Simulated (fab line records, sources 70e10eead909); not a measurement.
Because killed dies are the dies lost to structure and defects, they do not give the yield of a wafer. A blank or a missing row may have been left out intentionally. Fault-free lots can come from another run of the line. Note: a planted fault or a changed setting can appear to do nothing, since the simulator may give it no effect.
Problem report, 8D (eight disciplines) form, completed by code ; flow nandHarc ; the parts of the form that need people (team, actions taken, sign-off) are left out

1. WHAT IS WRONG
Wafers without a fault read 3.7, standard deviation 2.2; killedAtPeriphery at NHARC_END_SORT_01 reads a mean of 539.3 on 3 wafers belonging to 2 lots. So: +99 or more standard deviations from the usual mean.
Earliest sighting: wafer L678.1 on prober-02 at day 28 08:13. At this step, 12 wafers from 4 lots have a number in the record. By rule, "out" or "out of limits" means more than 4 standard deviations away from the usual mean. Any other wafer with a number is counted as sound.

2. WHAT IT IS, WHAT IT ISN'T
question;is;is not
which readings at this step;killedAtPeriphery, defectLimitedYield, killedDies, sort_bin_2_pct, sort_bin_3_pct, sort_bin_4_pct, sortNPass, sortRimYieldPct, sortYieldPct;killedAtOther, killedShort
which lots;L677, L678;L671, L676
which wafers of those lots;L677.4, L678.1, L678.4;L677.3, L677.5, L678.5
read on which gauges;prober-01, prober-02;-
when;from day 28 08:13;"up to then (3 sound wafers); but 6 sound wafers of L676, L677, L678 came after"

3. SUSPECTS, AND WHAT RULES EACH OUT
Counting: any tool at a process step up to the reading remains a suspect provided it ran every lot that is out. Sound lots after the first of them don't rule it out here, since some wafers of a struck lot are sound.
- ruled out: the gauge at NHARC_END_SORT_01. The wafers that are out were read on 2 gauges (prober-01, prober-02).
- ecdCu-01 at NHARC_P_BONDPAD_ECD_18 (material Cu, target thk 400 nm): kept. Every lot that is out went through it, the first being L677 (day 11 04:31); the last sound lot it ran before that was L676 (day 10 12:52).
- At NHARC_P_BONDPAD_ECD_18 on ecdCu-01, chamber 0 took the sound wafers of the same lots and chamber 1 took the wafers that are out.
Left after counting: ecdCu-01 at NHARC_P_BONDPAD_ECD_18.

4. THE CAUSE (what the simulator had put in)
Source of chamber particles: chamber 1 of ecdCu-01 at NHARC_P_BONDPAD_ECD_18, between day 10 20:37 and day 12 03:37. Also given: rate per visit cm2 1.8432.
Counting left only this tool.

5. THE EFFECT CHAIN, in route order
Rows list readings where the struck wafers' mean (over those with a number) sits beyond 3 standard deviations from the usual. Readings are gone through only where the record gives a usual standard deviation; hours: the median, over the lots, of the time from a lot's start at the first step in this table giving one to that lot's start at this step; sigmas: the change measured in usual standard deviations.
hours;step;reading;usual;on struck wafers;change;sigmas
0;NHARC_END_SORT_01;defectLimitedYield;92 %;17;-75;-25
0;NHARC_END_SORT_01;killedAtPeriphery;3.7;539.3;+535.6;+99 or more
0;NHARC_END_SORT_01;killedDies;57;563;+506;+25
0;NHARC_END_SORT_01;sort_bin_2_pct;2.9 %;36.7;+33.8;+24
0;NHARC_END_SORT_01;sort_bin_3_pct;0.6 %;8.9;+8.3;+20
0;NHARC_END_SORT_01;sort_bin_4_pct;4.8 %;37.4;+32.6;+22
0;NHARC_END_SORT_01;sortNPass;620;114;-506;-25
0;NHARC_END_SORT_01;sortRimYieldPct;93 %;14;-79;-23
0;NHARC_END_SORT_01;sortYieldPct;92 %;17;-75;-25

6. HOW IT WOULD HAVE BEEN CAUGHT EARLIER
Counted from the fault's start at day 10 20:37, it took 420 hours until the first out-of-limits reading at a measuring or inspecting step in this record, taken at day 28 08:13.
Of the tool readings at NHARC_P_BONDPAD_ECD_18 for which the record gives a usual standard deviation, none was out on any struck wafer, so an alarm limit of 4 standard deviations on them would not have fired.
All the lots that are out (2) had begun NHARC_P_BONDPAD_ECD_18 on ecdCu-01 by day 28 08:13. Had the tool been put on hold then, not one of them would have been saved.
